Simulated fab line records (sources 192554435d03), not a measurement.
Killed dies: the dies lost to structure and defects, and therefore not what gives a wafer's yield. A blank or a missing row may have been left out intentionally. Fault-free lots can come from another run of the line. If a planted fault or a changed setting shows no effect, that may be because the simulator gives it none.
A struck lot beside a sound one / flow n5 finfet / 14 steps out of a route of 1938
Sound: these wafers, L293.1, L293.2, L293.5. Wafers L305.2, L305.3, L305.4 were the ones struck. The cause is named last.
Each step with rows lists, per side, the tool, then ch with its chambers, then its first start. Under that, the readings that differ: sound wafers / struck wafers / difference of the means / sigmas: that difference in standard deviations of wafers without a fault.
alike: readings with means less than 2 such deviations apart, plus words and numbers identical on both sides. not compared: withheld readings, readings lacking a value on some wafer, bounds such as >300 that could conceal the same value, and numbers that have no deviation in the record and whose values overlap.
The two part at a step that has a row with sigmas, a row that says differs or no value, or rows on one side only. Numbers that have no deviation but don't overlap get no sigmas and don't part them. A reading missing from all wafers of one side parts the sides only when that side holds two or more wafers.

first, 1 step without rows for these wafers: N5_HKMG_FIN_ALD_72 (deposits W, target thk 2 nm, pulse time 1 s, purge time 2 s).
N5_HKMG_FIN_W_FILL_22: material W, target thk 60 nm, time 18.2 s.
  sound on cvd w-02 ch 0,1, day 5 00:08; struck on cvd w-01 ch 0,1, day 8 03:53
  alike: heater power w, susceptor temp C, throttle valve pct
then, 3 steps without rows for these wafers: N5_HKMG_FIN_PRECLEAN_83 (cleans in DIW, time 57.5 s); N5_HKMG_FIN_SRD_84 (dry time 32 s); N5_HKMG_FIN_CMP_23 (polishes, stops on SiNx, t overpolish 10 s, target thk 46.326 nm).
N5_HKMG_FIN_CMP_94: polishes, stops on SiNx, t overpolish 4.7 s, target thk 43.299 nm.
  sound on cmp-01 ch 0,2, day 5 00:46; struck on cmp-01 ch 0,1,3, day 8 04:31
  alike: motor current A
N5_HKMG_FIN_INSPECT_28: inspects for defects (darkfield).
  sound on defect inspect-01, day 5 00:58; struck on defect inspect-02, day 8 04:43
  alike: raw defect count
then, 1 step without rows for these wafers: N5_GATE_CUT_ETCHBACK_00 (etches W in SF6/Cl2).
N5_GATE_CUT_ETCH_56: etches TiN in Cl2/Ar, target depth 21.6 nm.
  sound on rie metal-03 ch 0,1, day 5 01:07; struck on rie metal-02 ch 1, day 8 05:01
  alike: bias w, drypump motor current A, oes product au, throttle valve pct
  not compared: rf hours counter h
N5_GATE_CUT_ETCHBACK_30: etches TiN in Cl2/Ar, target depth 3 nm.
  sound on rie metal-03 ch 0,1, day 5 01:13; struck on rie metal-02 ch 1, day 8 05:11
  alike: drypump motor current A, oes product au, throttle valve pct
  not compared: rf hours counter h
N5_GATE_CUT_VAPOR_ETCH_60: etches HfO2 in BCl3/Cl2.
  sound on rie metal-03 ch 0,1, day 5 01:14; struck on rie metal-02 ch 1, day 8 05:14
  alike: drypump motor current A, oes product au
N5_GATE_CUT_ETCH_58: etches SiNx in CH3F/O2, target depth 17 nm, time 128.6 s.
  sound on rie diel-06 ch 0,2,3, day 5 01:17; struck on rie diel-03 ch 0,3, day 8 05:19
reading=bias w (W); sound=21.06 21.08 21.03; struck=16.37 16.48 16.51; difference=-4.60; sigmas=-70
reading=rf vpp V (V); sound=99.2 98.9 98.7; struck=84.9 87.1 84.9; difference=-13.3; sigmas=-15
reading=model.etch.depth nm (nm); sound=17.37 16.57 16.44; struck=15.26 16.07 16.17; difference=-0.96; sigmas=
  alike: drypump motor current A, oes product au, showerhead plenum p Torr, throttle valve pct
  not compared: rf hours counter h, model.SiNx_of_SDB_ALD_29.thk nm
then, 1 step without rows for these wafers: N5_GATE_CUT_STRIP_59 (strips in N2/H2, time 20 s).
-- record jumps: 4 days separate the struck wafers' starts on either side; left off in module GATE_CUT, taken up again in module BEOL_M4, whose first shown step is the route's number 1111 --
N5_BEOL_M4_RC_MEAS_101:
  sound on prober-02 ch 0, day 9 14:39; struck on prober-02 ch 0, day 12 11:51
  alike: DIBL_N, DIBL_P, IOFF_N, IOFF_P, ION_N, ION_P, SS_N, SS_P, VT_N, VT_P

## WHERE THEY PART
Only at N5_GATE_CUT_ETCH_58, as far as this record shows. Later steps at which nothing parts them and some readings are alike: N5_BEOL_M4_RC_MEAS_101.

WHY: whatever the simulator had introduced
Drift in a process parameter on rie diel-03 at N5_GATE_CUT_ETCH_58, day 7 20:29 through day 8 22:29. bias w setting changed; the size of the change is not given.
